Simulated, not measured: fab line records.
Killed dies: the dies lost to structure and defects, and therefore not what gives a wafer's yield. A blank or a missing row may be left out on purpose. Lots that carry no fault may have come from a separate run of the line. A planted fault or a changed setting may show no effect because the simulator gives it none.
fab line records | flow nand_harc
[record] lots = 6 wafers = 18 last_day = 33
route steps=1302 shown A_STAIRCASE@734 A_SGD_CUT@890 END@1302
lots that met no fault: taken from a fault-free run of the same line
start_h: hours from the record's first day to the start of the lot's first wafer shown | wait_h: hours elapsed since this lot's preceding step | " the same as in the row above | L1.1+2: one row covering several wafers at once | - value missing, or start not given | * or withheld: withheld | < > ~ a bound
route shown NAME@n: NAME is a module with steps in the file, n the number in the route of the first one | usual: the fault-free wafers' mean and standard deviation | same: alike in all rows | chamber/n: place in a boat | sites: per-site readings | _std_site: standard deviation of those values | _edge_site: outer sites' mean less inner sites' | radius_mm: for every site, how far away it sits from the centre of the wafer | mask NAME#n: copy n | behind: the last tool/chamber to shape the wafer | hold: the reason the lot was held/the length of the hold in hours/how it ended | device: the n, p or np transistor that did not switch | end of line: tests run on the same wafers once the route is complete | step lacking rows: just its recipe | killed: at the first sort, the dies lost to defects and structure; wafer yield is something else | map: a wafer's dies, x killed, . not, _ none there
set.NAME: the setting as run; set.NAME@STEP: as run at that earlier step | model.NAME: the simulator's own value behind a step, which no gauge read
certain route steps with their lots: each step a table, each wafer a row
services: the hour from which a tool's chamber was out of use, counted from the record's first day as start_h (under 0 if before that day), plus the number of hours and why
[[steps]]
[step NHARC_A_STAIRCASE_TRIM_220]
[recipe] time_s = 211.2 o2_flow_sccm = 500 ar_flow_sccm = 0 bias_w = 0 chemistry = O2
[step NHARC_A_STAIRCASE_ETCH_221]
[recipe] target_depth_a = 1000 time_s = 40.5 ion_energy_ev = 400 c4f8_flow_sccm = 20 o2_flow_sccm = 10 ar_flow_sccm = withheld rf_w = 600 bias_w = 1000 chemistry = C4F8/O2
[step NHARC_A_STAIRCASE_TRIM_222]
[recipe] time_s = 211.2 o2_flow_sccm = 500 ar_flow_sccm = 0 bias_w = 0 chemistry = O2
[step NHARC_A_STAIRCASE_ETCH_223]
[recipe] target_depth_a = 1000 time_s = 40.5 ion_energy_ev = 400 c4f8_flow_sccm = 20 o2_flow_sccm = 10 ar_flow_sccm = withheld rf_w = 600 bias_w = 1000 chemistry = C4F8/O2
[usual] bias_w = 1000.6/2.5 oes_product_au = 0.942/0.014 rf_vpp_V = 894/6.1
// columns lot.wafer tool chamber start_h wait_h bias_w oes_product_au rf_hours_counter_h rf_vpp_V
L736.2 rie_diel-06 3 - - 999.1 0.951 32 905
L736.1 " 0 " " 997.3 0.932 33 896
L736.3 " 1 " " 1000.1 0.948 14 900
L740.4 rie_diel-02 1 - - 996.5 0.943 24 889
L740.3 " 0 " " 1000.3 0.942 18 887
L740.6 " 2 " " 1000.2 0.942 - 896
L743.1 rie_diel-06 3 - - 1000.6 0.939 1 904
L743.4 " 0 " " 998.8 0.920 1 895
L743.3 " 1 " " 1002.3 0.945 1 898
L745.1 rie_diel-02 2 - - 999.0 0.961 38 896
L745.6 " 2 " " 1000.3 0.960 - 897
L745.5 " 3 " " 995.4 0.936 - 887
L749.3 rie_diel-04 3 - - 1000.2 0.957 3 907
L749.4 " 0 " " 999.6 0.973 3 889
L749.6 " 1 " " 1005.5 0.945 - 891
L748.4 rie_diel-02 1 - - 1000.7 0.945 44 889
L748.1 " 3 " " 999.8 0.924 50 888
L748.6 " 1 " " 1000.0 0.930 - 890
[step NHARC_A_STAIRCASE_TRIM_224]
[recipe] time_s = 211.2 o2_flow_sccm = 500 ar_flow_sccm = 0 bias_w = 0 chemistry = O2
[step NHARC_A_STAIRCASE_ETCH_225]
[recipe] target_depth_a = 1000 time_s = 40.5 ion_energy_ev = 400 c4f8_flow_sccm = 20 o2_flow_sccm = 10 ar_flow_sccm = withheld rf_w = 600 bias_w = 1000 chemistry = C4F8/O2
[step NHARC_A_STAIRCASE_TRIM_226]
[recipe] time_s = 211.2 o2_flow_sccm = 500 ar_flow_sccm = 0 bias_w = 0 chemistry = O2
[step NHARC_A_STAIRCASE_ETCH_227]
[recipe] target_depth_a = 1000 time_s = 40.5 ion_energy_ev = 400 c4f8_flow_sccm = 20 o2_flow_sccm = 10 ar_flow_sccm = withheld rf_w = 600 bias_w = 1000 chemistry = C4F8/O2
[step NHARC_A_STAIRCASE_TRIM_229]
[recipe] time_s = 211.2 o2_flow_sccm = 500 ar_flow_sccm = 0 bias_w = 0 chemistry = O2
[step NHARC_A_STAIRCASE_ETCH_230]
[recipe] target_depth_a = 1000 time_s = 40.5 ion_energy_ev = 400 c4f8_flow_sccm = 20 o2_flow_sccm = 10 ar_flow_sccm = withheld rf_w = 600 bias_w = 1000 chemistry = C4F8/O2
[usual] bias_w = 1000/3.2 oes_product_au = 0.943/0.02 rf_vpp_V = 893/5.6
// columns lot.wafer tool chamber start_h wait_h bias_w oes_product_au rf_hours_counter_h rf_vpp_V
L736.1 rie_diel-02 2 - - 1002 0.947 6 898
L736.3 " 3 " " 1003 0.948 8 890
L736.2 " 0 " " 998 0.956 6 891
L740.3 rie_diel-06 1 - - 997 0.986 34 900
L740.4 " 3 " " 1002 0.955 52 905
L740.6 " 1 " " 999 0.988 - 899
L743.4 rie_diel-06 3 - - 1004 0.958 2 905
L743.1 " 0 " " 996 0.936 1 896
L743.3 " 1 " " 1003 0.960 2 899
L745.1 rie_diel-04 3 - - 1002 0.928 52 886
L745.6 " 0 " " 999 0.939 - 887
L745.5 " 1 " " 1004 0.933 - 891
L749.4 rie_diel-02 1 - - 1001 0.940 44 891
L749.3 " 0 " " 1003 0.939 39 887
L749.6 " 1 " " 1001 0.956 - 889
L748.4 rie_diel-02 0 - - 997 0.931 39 887
L748.1 " 3 " " 1005 0.929 50 888
L748.6 " 1 " " 1003 0.946 - 890
[step NHARC_A_STAIRCASE_TRIM_231]
[recipe] time_s = 211.2 o2_flow_sccm = 500 ar_flow_sccm = 0 bias_w = 0 chemistry = O2
[usual] drypump_motor_current_A = 5.95/0.27 oes_product_au = 0.999/0.01 rf_vpp_V = 57.6/0.97 showerhead_plenum_p_Torr = 3.44/0.16 throttle_valve_pct = 17.036/0.0087
[same] bias_w = 0
// columns lot.wafer tool chamber start_h wait_h drypump_motor_current_A oes_product_au rf_hours_counter_h rf_vpp_V showerhead_plenum_p_Torr throttle_valve_pct
L736.2 rie_diel-02 1 - - 5.80 0.997 5 58.4 3.38 17.041
L736.1 " 3 " " 6.09 0.985 8 57.3 3.33 17.037
L736.3 " 0 " " 5.96 0.979 6 56.4 3.32 17.035
L740.3 rie_diel-06 1 - - 6.08 1.005 34 59.1 3.63 17.037
L740.4 " 2 " " 6.21 0.984 54 56.7 3.39 17.043
L740.6 " 1 " " 6.06 1.009 - 59.0 3.62 17.032
L743.1 rie_diel-06 2 - - 6.23 1.001 2 57.6 3.39 17.037
L743.3 " 3 " " 5.79 0.994 2 57.9 3.78 17.053
L743.4 " 0 " " 5.17 0.986 1 56.8 3.52 17.036
L745.1 rie_diel-04 1 - - 5.99 1.000 47 57.8 3.37 17.061
L745.5 " 1 " " 6.03 1.003 - 57.5 3.37 17.018
L745.6 " 2 " " 6.14 0.991 - 57.3 3.34 17.018
L749.3 rie_diel-02 3 - - 6.10 0.983 50 56.1 3.30 17.028
L749.4 " 1 " " 5.86 0.998 44 56.3 3.36 17.028
L749.6 " 3 " " 6.13 0.990 - 56.8 3.30 17.029
L748.4 rie_diel-02 1 - - 5.83 0.997 44 57.4 3.36 17.030
L748.1 " 0 " " 5.97 0.993 39 58.4 3.31 17.025
L748.6 " 2 " " 6.10 1.009 - 57.9 3.53 17.036
[step NHARC_A_STAIRCASE_ETCH_232]
[recipe] target_depth_a = 1000 time_s = 40.5 ion_energy_ev = 400 c4f8_flow_sccm = 20 o2_flow_sccm = 10 ar_flow_sccm = withheld rf_w = 600 bias_w = 1000 chemistry = C4F8/O2
[usual] bias_w = 1000/3.1 oes_product_au = 0.943/0.012 rf_vpp_V = 892/5.5
// columns lot.wafer tool chamber start_h wait_h bias_w oes_product_au rf_hours_counter_h rf_vpp_V
L736.2 rie_diel-02 1 419.47 - 993 0.947 5 890
L736.3 " 2 " " 998 0.947 7 896
L736.1 " 3 " " 996 0.938 8 889
L740.4 rie_diel-06 3 478.12 - 999 0.958 52 905
L740.3 " 1 " " 999 0.961 34 899
L740.6 " 3 " " 1000 0.951 - 904
L743.3 rie_diel-06 0 509.35 - 995 0.945 2 896
L743.1 " 1 " " 1000 0.958 2 899
L743.4 " 2 " " 999 0.947 2 892
L745.1 rie_diel-04 0 520.64 - 1007 0.951 48 888
L745.6 " 3 " " 1002 0.932 - 887
L745.5 " 0 " " 1005 0.943 - 888
L749.4 rie_diel-02 2 555.51 - 1000 0.965 48 895
L749.3 " 1 " " 1006 0.962 44 891
L749.6 " 2 " " 1003 0.971 - 895
L748.1 rie_diel-02 0 555.84 - 1001 0.942 39 888
L748.4 " 3 " " 1002 0.938 51 887
L748.6 " 0 " " 1000 0.941 - 887
[step NHARC_A_STAIRCASE_TRIM_233]
[recipe] time_s = 211.2 o2_flow_sccm = 500 ar_flow_sccm = 0 bias_w = 0 chemistry = O2
[step NHARC_A_STAIRCASE_ETCH_234]
[recipe] target_depth_a = 1000 time_s = 40.5 ion_energy_ev = 400 c4f8_flow_sccm = 20 o2_flow_sccm = 10 ar_flow_sccm = withheld rf_w = 600 bias_w = 1000 chemistry = C4F8/O2
[usual] bias_w = 1000/3.2 oes_product_au = 0.940/0.012 rf_vpp_V = 893/5.4
// columns lot.wafer tool chamber start_h wait_h bias_w oes_product_au rf_hours_counter_h rf_vpp_V
L736.3 rie_diel-02 0 - - 996 0.935 6 889
L736.1 " 1 " " 997 0.935 5 890
L736.2 " 3 " " 1000 0.934 8 888
L740.4 rie_diel-06 2 - - 999 0.930 54 890
L740.3 " 3 " " 1003 0.960 52 906
L740.6 " 1 " " 999 0.951 - 900
L743.1 rie_diel-06 2 - - 1006 0.948 2 891
L743.3 " 3 " " 1000 0.941 2 904
L743.4 " 0 " " 1003 0.929 2 895
L745.1 rie_diel-04 0 - - 996 0.944 48 889
L745.6 " 2 " " 996 0.928 - 887
L745.5 " 3 " " 1000 0.918 - 888
L749.3 rie_diel-02 1 - - 997 0.939 44 890
L749.4 " 3 " " 997 0.932 51 887
L749.6 " 0 " " 998 0.946 - 888
L748.4 rie_diel-02 1 - - 1001 0.948 45 890
L748.1 " 3 " " 1002 0.923 51 888
L748.6 " 1 " " 1000 0.952 - 891
[step NHARC_A_STAIRCASE_TRIM_235]
[recipe] time_s = 211.2 o2_flow_sccm = 500 ar_flow_sccm = 0 bias_w = 0 chemistry = O2
[step NHARC_A_STAIRCASE_ETCH_236]
[recipe] target_depth_a = 1000 time_s = 40.5 ion_energy_ev = 400 c4f8_flow_sccm = 20 o2_flow_sccm = 10 ar_flow_sccm = withheld rf_w = 600 bias_w = 1000 chemistry = C4F8/O2
[step NHARC_A_STAIRCASE_STRIP_238]
[recipe] power_w = 1500 temp_c = 250 chemistry = O2
[step NHARC_A_STAIRCASE_STRIP_239]
[recipe] time_s = 900 temp_c = 130 chemistry = SPM
[step NHARC_A_STAIRCASE_PRECLEAN_240]
[recipe] time_s = * temp_c = 50 bath_age_min = 0 chemistry = SC1
[step NHARC_A_STAIRCASE_SRD_241]
[step NHARC_A_STAIRCASE_DEHYDRATE_242]
[recipe] temp_c = 150 time_s = 120
[step NHARC_A_STAIRCASE_HMDS_243]
[recipe] time_s = 30
[step NHARC_A_STAIRCASE_COAT_244]
[recipe] spin_rpm = 1200
[step NHARC_A_STAIRCASE_SOFTBAKE_245]
[recipe] temp_c = 135 time_s = 170
[step NHARC_A_STAIRCASE_EBR_246]
[step NHARC_A_STAIRCASE_EXPOSE_247]
[recipe] na = 0.5 dose_mj = 25.34 mask_id = SDS_1
[step NHARC_A_STAIRCASE_PEB_248]
[recipe] peb_temp_c = 115 peb_time_s = 130
[step NHARC_A_STAIRCASE_DEVELOP_249]
[recipe] time_s = 140
[step NHARC_A_STAIRCASE_HARDBAKE_251]
[recipe] temp_c = 120 time_s = 140
[step NHARC_A_STAIRCASE_DESCUM_252]
[recipe] time_s = 3 o2_flow_sccm = 200 ar_flow_sccm = 0 bias_power_w = 0 chemistry = O2
[step NHARC_A_STAIRCASE_ETCH_253]
[recipe] target_depth_a = 500 time_s = 20.2 ion_energy_ev = 400 c4f8_flow_sccm = 20 o2_flow_sccm = 10 ar_flow_sccm = withheld rf_w = 600 bias_w = 1000 chemistry = C4F8/O2
[step NHARC_A_STAIRCASE_STRIP_254]
[recipe] power_w = 1500 temp_c = 250 chemistry = O2
[step NHARC_A_STAIRCASE_STRIP_255]
[recipe] time_s = 900 temp_c = 130 chemistry = SPM
[step NHARC_A_STAIRCASE_PRECLEAN_256]
[recipe] time_s = * temp_c = 50 bath_age_min = 0 chemistry = SC1
[step NHARC_A_STAIRCASE_SRD_257]
[step NHARC_A_STAIRCASE_HM_DEP_456]
[recipe] target_thk_a = 31000 temp_c = 400 material = aC
[step NHARC_A_STAIRCASE_DEP_259]
[recipe] target_thk_a = 300 target_thk_nm = 30 temp_c = 400 pressure_torr = 3.5 flow_sccm = 200 rf_w = 350 material = SiON
[usual] heater_power_w = 779/95 susceptor_temp_C = 400.03/0.22
// columns lot.wafer tool chamber start_h wait_h heater_power_w susceptor_temp_C
L736.1 pecvd-04 1 426.82 1.6 735 399.68
L736.2 " 2 " " 984 399.76
L736.3 " 0 " " 645 400.45
L740.3 pecvd-02 0 483.12 0.9 684 399.83
L740.4 " 0 " " 667 400.15
L740.6 " 1 " " 698 400.04
L743.3 pecvd-02 0 514.62 1.0 660 400.45
L743.1 " 1 " " 704 400.14
L743.4 " 1 " " 720 400.03
L745.1 pecvd-02 2 530.46 1.6 813 400.09
L745.5 " 0 " " 721 400.04
L745.6 " 1 " " 752 400.19
L749.3 pecvd-02 1 562.39 1.0 787 399.97
L749.6 " 1 " " 621 399.89
L749.4 " 0 " " 677 399.92
L748.1 pecvd-02 0 563.56 1.6 614 399.83
L748.6 " 1 " " 650 400.16
L748.4 " 0 " " 613 400.34
[step NHARC_A_STAIRCASE_DEHYDRATE_260]
[recipe] temp_c = 150 time_s = 120
[step NHARC_A_STAIRCASE_HMDS_261]
[recipe] time_s = 30
[step NHARC_A_SGD_CUT_DEP_00]
[recipe] target_thk_a = 500 temp_c = 400 target_thk_nm = 50 flow_sccm = 200 rf_w = 450 material = SiNx
[usual] heater_power_w = 690/79 susceptor_temp_C = 399.99/0.2
// columns lot.wafer tool chamber start_h wait_h hold heater_power_w susceptor_temp_C
L736.1 pecvd-02 0 492.79 0.1 - 636 400.09
L736.3 " 1 " " - 711 399.89
L736.2 " 2 " " - 832 400.18
L740.3 pecvd-01 1 545.00 0.1 - 788 400.08
L740.4 " 2 " " - 657 400.06
L740.6 " 0 " " - 780 399.65
L743.1 pecvd-03 2 577.71 0.1 - 730 399.88
L743.3 " 1 " " - 662 399.82
L743.4 " 2 " " - 722 399.68
L745.1 pecvd-03 1 595.77 0.1 - 597 399.98
L745.6 " 1 " " - 618 399.84
L745.5 " 2 " " - 707 400.03
L749.3 pecvd-02 0 627.26 5.5 await_dispo/5.4h/release 596 399.78
L749.6 " 0 " " await_dispo/5.4h/release 610 399.76
L749.4 " 1 " " await_dispo/5.4h/release 675 400.20
L748.1 pecvd-02 0 627.63 5.2 await_dispo/5.1h/release 626 399.97
L748.4 " 2 " " await_dispo/5.1h/release 839 399.77
L748.6 " 1 " " await_dispo/5.1h/release 627 399.82
[step NHARC_END_SORT_01]
[recipe] temp_c = 25
[usual] killed_at_array = 58/20 killed_at_other = 0.8/1 killed_at_periphery = 4.6/2.8 killed_dies = 63/19 killed_open = 3.4/2 killed_short = 2.4/1.8
[same] gross_dies = 677
// columns lot.wafer tool chamber start_h wait_h killed_at_array killed_at_other killed_at_periphery killed_dies killed_open killed_short
L736.1 prober-01 0 622.06 2.5 79 3 5 87 3 3
L736.2 prober-01 0 622.86 2.8 65 1 3 69 3 2
L736.3 prober-01 0 623.67 3.1 50 0 4 54 3 5
L740.3 prober-01 0 688.28 3.1 45 0 4 49 4 2
L740.4 prober-01 0 689.06 3.3 37 0 3 40 3 2
L740.6 prober-01 0 690.63 3.9 33 0 3 36 2 3
L743.1 prober-02 0 701.29 2.4 46 0 4 50 6 3
L743.3 prober-02 0 702.91 3.1 37 0 2 39 4 1
L743.4 prober-02 0 703.72 3.4 89 0 2 91 2 1
L745.1 prober-01 0 716.95 2.5 70 0 3 73 3 1
L745.5 prober-01 0 720.12 3.7 88 0 6 94 4 1
L745.6 prober-01 0 720.91 4.0 120 1 4 125 4 2
L748.1 prober-01 0 776.20 2.5 124 1 1 126 2 2
L748.4 prober-01 0 778.62 3.4 132 0 2 134 5 2
L748.6 prober-01 0 780.24 4.0 129 1 1 131 4 4
L749.3 prober-02 0 779.90 3.1 147 0 1 148 1 2
L749.4 prober-02 0 780.70 3.4 156 0 3 159 1 2
L749.6 prober-02 0 782.31 4.0 124 0 0 124 2 0
// killed by level:class
L736.1 A_CHANNEL_HOLE_D1:chamber_film_flake=33 A_SLIT:chamber_film_flake=22 A_CHANNEL_HOLE_D2:chamber_film_flake=11 P_STI:chamber_film_flake=4 A_CONTACT:chamber_film_flake=4 A_WL_FILL:geometric_particle:short=2 A_CHANNEL_FILL_D1:chamber_film_flake=2 A_STAIRCASE:chamber_film_flake=2
L736.2 A_SLIT:chamber_film_flake=34 A_CHANNEL_HOLE_D1:chamber_film_flake=19 A_CHANNEL_HOLE_D2:chamber_film_flake=4 A_STAIRCASE:chamber_film_flake=2 P_GATE:geometric_particle:short=1 P_GATE:geometric_particle:open=1 A_ONON_D2:geometric_particle:open=1 A_ONON_D2:geometric_particle:short=1
L736.3 A_CHANNEL_HOLE_D1:chamber_film_flake=18 A_SLIT:chamber_film_flake=13 A_CHANNEL_HOLE_D2:chamber_film_flake=9 A_ONON_D1:geometric_particle:short=3 P_STI:chamber_film_flake=2 P_M0:geometric_particle:short=1 A_CHANNEL_FILL_D2:geometric_particle:short=1 A_WL_FILL:geometric_particle:open=1
L740.3 A_CHANNEL_HOLE_D1:chamber_film_flake=32 A_STAIRCASE:chamber_film_flake=3 P_M2:chamber_film_flake=2 A_CHANNEL_HOLE_D2:chamber_film_flake=2 P_GATE:geometric_particle:open=1 A_ONON_D1:geometric_particle:short=1 A_ONON_D2:geometric_particle:open=1 A_CHANNEL_FILL_D2:geometric_particle:open=1
L740.4 A_CHANNEL_HOLE_D1:chamber_film_flake=24 A_CONTACT:chamber_film_flake=3 P_M2:chamber_film_flake=2 A_ZERO_WELL:chamber_film_flake=2 A_SLIT:chamber_film_flake=2 P_M0:geometric_particle:open=1 A_CHANNEL_HOLE_D1:geometric_particle:short=1 A_DECK1_JOINT:geometric_particle:open=1
L740.6 A_CHANNEL_HOLE_D1:chamber_film_flake=21 A_CONTACT:chamber_film_flake=4 A_STAIRCASE:chamber_film_flake=2 P_CONTACT:geometric_particle:open=1 A_ONON_D1:geometric_particle:short=1 A_DECK1_JOINT:geometric_particle:short=1 A_SGD_CUT:geometric_particle:short=1 A_M1:geometric_particle:open=1
L743.1 A_CHANNEL_HOLE_D1:chamber_film_flake=16 A_SLIT:chamber_film_flake=11 A_CHANNEL_HOLE_D2:chamber_film_flake=8 P_CONTACT:geometric_particle:open=2 A_CHANNEL_FILL_D2:geometric_particle:open=2 A_STAIRCASE:chamber_film_flake=2 A_CONTACT:chamber_film_flake=2 P_M0:geometric_particle:open=1
L743.3 A_CHANNEL_HOLE_D1:chamber_film_flake=15 A_SLIT:chamber_film_flake=11 A_CHANNEL_HOLE_D2:chamber_film_flake=7 P_CONTACT:geometric_particle:open=1 P_M0:geometric_particle:open=1 A_DECK1_JOINT:geometric_particle:short=1 A_CONTACT:geometric_particle:open=1 A_M1:geometric_particle:open=1
L743.4 A_CHANNEL_HOLE_D1:chamber_film_flake=39 A_SLIT:chamber_film_flake=25 A_CHANNEL_HOLE_D2:chamber_film_flake=20 P_CONTACT:geometric_particle:open=2 A_CONTACT:chamber_film_flake=2 A_M1:geometric_particle:short=1 A_STAIRCASE:chamber_film_flake=1 A_WL_FILL:chamber_film_flake=1
L745.1 A_CHANNEL_HOLE_D2:chamber_film_flake=21 A_CHANNEL_HOLE_D1:chamber_film_flake=19 A_SLIT:chamber_film_flake=13 A_CONTACT:chamber_film_flake=9 A_SGD_CUT:chamber_film_flake=4 P_CONTACT:geometric_particle:open=2 A_STAIRCASE:chamber_film_flake=2 A_ONON_D1:geometric_particle:open=1
L745.5 A_SLIT:chamber_film_flake=30 A_CHANNEL_HOLE_D1:chamber_film_flake=22 A_CONTACT:chamber_film_flake=13 A_CHANNEL_HOLE_D2:chamber_film_flake=12 A_SGD_CUT:chamber_film_flake=7 P_GATE:geometric_particle:open=1 P_CONTACT:geometric_particle:open=1 P_M2:geometric_particle:open=1
L745.6 A_CHANNEL_HOLE_D1:chamber_film_flake=36 A_CHANNEL_HOLE_D2:chamber_film_flake=30 A_SLIT:chamber_film_flake=24 A_CONTACT:chamber_film_flake=17 A_SGD_CUT:chamber_film_flake=3 A_CHANNEL_FILL_D2:geometric_particle:short=2 P_M1:chamber_film_flake=2 P_M2:chamber_film_flake=2
L748.1 A_STAIRCASE:unspecified=38 A_SLIT:chamber_film_flake=37 A_CHANNEL_HOLE_D1:chamber_film_flake=32 A_CHANNEL_HOLE_D2:chamber_film_flake=5 A_STAIRCASE:chamber_film_flake=3 A_CONTACT:chamber_film_flake=3 A_WL_FILL:chamber_film_flake=2 A_CHANNEL_FILL_D1:geometric_particle:short=1
L748.4 A_STAIRCASE:unspecified=83 A_CHANNEL_HOLE_D1:chamber_film_flake=17 A_SLIT:chamber_film_flake=16 A_CONTACT:geometric_particle:open=3 A_CHANNEL_HOLE_D2:chamber_film_flake=3 A_WL_FILL:chamber_film_flake=3 A_STAIRCASE:chamber_film_flake=2 A_CONTACT:chamber_film_flake=2
L749.3 A_STAIRCASE:unspecified=80 A_CHANNEL_HOLE_D2:chamber_film_flake=30 A_CHANNEL_HOLE_D1:chamber_film_flake=18 A_CONTACT:chamber_film_flake=6 A_SLIT:chamber_film_flake=6 A_ONON_D1:geometric_particle:open=1 A_DECK1_JOINT:geometric_particle:short=1 A_ONON_D2:geometric_particle:short=1
L748.6 A_STAIRCASE:unspecified=38 A_CHANNEL_HOLE_D1:chamber_film_flake=35 A_SLIT:chamber_film_flake=35 A_WL_FILL:chamber_film_flake=4 A_CHANNEL_HOLE_D2:chamber_film_flake=3 A_CONTACT:chamber_film_flake=3 A_DECK1_JOINT:geometric_particle:open=2 A_STAIRCASE:chamber_film_flake=2
L749.4 A_STAIRCASE:unspecified=97 A_CHANNEL_HOLE_D1:chamber_film_flake=36 A_CHANNEL_HOLE_D2:chamber_film_flake=13 A_SLIT:chamber_film_flake=3 A_CHANNEL_FILL_D2:chamber_film_flake=2 P_STI:geometric_particle:short=1 P_M2:geometric_particle:open=1 A_CHANNEL_FILL_D1:geometric_particle:short=1
L749.6 A_STAIRCASE:unspecified=82 A_CHANNEL_HOLE_D1:chamber_film_flake=22 A_CHANNEL_HOLE_D2:chamber_film_flake=11 A_SLIT:chamber_film_flake=2 A_CHANNEL_FILL_D2:chamber_film_flake=2 A_CONTACT:chamber_film_flake=2 A_CHANNEL_FILL_D1:geometric_particle:open=1 A_BLC:geometric_particle:open=1
// map L748.4 (x killed, . not)
____________.____________
_________xxxxxx._________
_______xxxxxxxxx.._______
______.xxxxxxxxx...______
_____.xxxxxxxxxx...._____
____..xxxxxxxxxx.x...____
____....xxxxxxxxx....____
___...x.xxxxxxxx......___
___..x.xxxxxxxx......x___
__......xxxxxx.........__
__.x......xxx..x......x__
_.xx.....xx............._
_xxx.........xx........._
_xxx...........x........_
_xx..............x.....x_
_xxxx..................._
xxxx.........x........x..
xxxxx....................
xxxx.................x...
xxxx.........x...........
x........................
_.x....................._
_...........x..........._
_......................._
_......................._
_...x..................._
__.....................__
__.....................__
___......x............___
___...................___
____..x..............____
____................x____
_____..............._____
______.............______
_______..........._______
_________......._________
____________.____________
// map L749.4 (x killed, . not)
____________.____________
_________......._________
_______..........._______
______.............______
_____..............._____
____.................____
____.................____
___..........x........___
___.......x...........___
__.....................__
__.....................__
_............x.........._
_.........x..x.........._
_.x.........xx.........._
_xx......xx.xxxx........_
_.x...x...xxxxxxxx......_
xx.x......xxxxxxx........
xxx......xxxxxxxxxx......
x.xx...xxxxxxxxxxxx......
x.x..x.xxxxxxxxxxx.......
.x.xxx.xxxxxxxxxxxx......
_.xx..xxxxxxxxxxxx......_
_...x..xxxxxxxxxxxx....._
_...xxxxxxxxxxxx.x......_
_....xxxx..xxxx........._
_.....xxx...xxx........._
__...xxx...x..x........__
__.....x...............__
___.....x.............___
___....x..............___
____........x..x.....____
____.................____
_____..............._____
______.............______
_______......x...._______
_________......._________
____________.____________
[[services]]
// columns tool chamber start_h hours kind
rie_diel-02 0 402.77 - clean
pecvd-04 - 403.19 1.4 repair
pecvd-03 - 403.63 1.7 repair
pecvd-02 1 405.17 5.9 repair
pecvd-02 - 408.40 13.0 pm
pecvd-04 - 411.81 0.8 repair
pecvd-03 - 439.69 1.6 repair
pecvd-04 - 450.00 13.0 pm
rie_diel-06 - 485.34 9.0 pm
pecvd-01 - 492.08 0.7 repair
pecvd-01 - 492.79 13.0 pm
pecvd-03 - 495.57 1.1 repair
rie_diel-02 2 500.57 1.9 repair
rie_diel-04 2 506.47 6.2 repair
rie_diel-06 0 524.67 9.9 repair
rie_diel-04 - 532.18 9.0 pm
pecvd-03 - 547.41 13.0 pm
rie_diel-06 1 551.05 2.3 repair
pecvd-04 0 562.97 4.6 repair
rie_diel-06 0 565.19 10.4 repair
rie_diel-02 - 573.36 9.0 pm
rie_diel-06 2 589.06 6.9 repair
pecvd-02 - 589.53 13.0 pm
rie_diel-06 1 611.16 8.6 repair
[[key]]
[first_sign] step = NHARC_END_SORT_01 reading = killed_at_array direction = up sigmas = 3.9 usual = 58 struck = 135
[effect] step = NHARC_END_SORT_01 reading = killed_dies direction = up sigmas = 3.8 usual = 63 struck = 137
[more_kills_born_at] NHARC_A_STAIRCASE_ETCH_232@rie_diel-02 = 417
met_at NHARC_A_STAIRCASE_ETCH_232
struck_wafers L748.1,L748.4,L748.6,L749.3,L749.4,L749.6
tester_left_out L748,L749
onset_between 419.47 555.51
also_fits time
[fault] kind = chamber_particle_source tool = rie_diel-02 chamber = - onset_h = 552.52 steps = NHARC_A_STAIRCASE_ETCH_232 rate_per_visit_cm2 = 1.1021 end_h = 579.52
// tester_left_out: of these lots the tester's yield and bins aren't shown, on N5 and GAA mostly nor the transistor test; their killed dies are dies lost to structure and defects alone, not to doping, threshold or leakage, so they don't give the yield
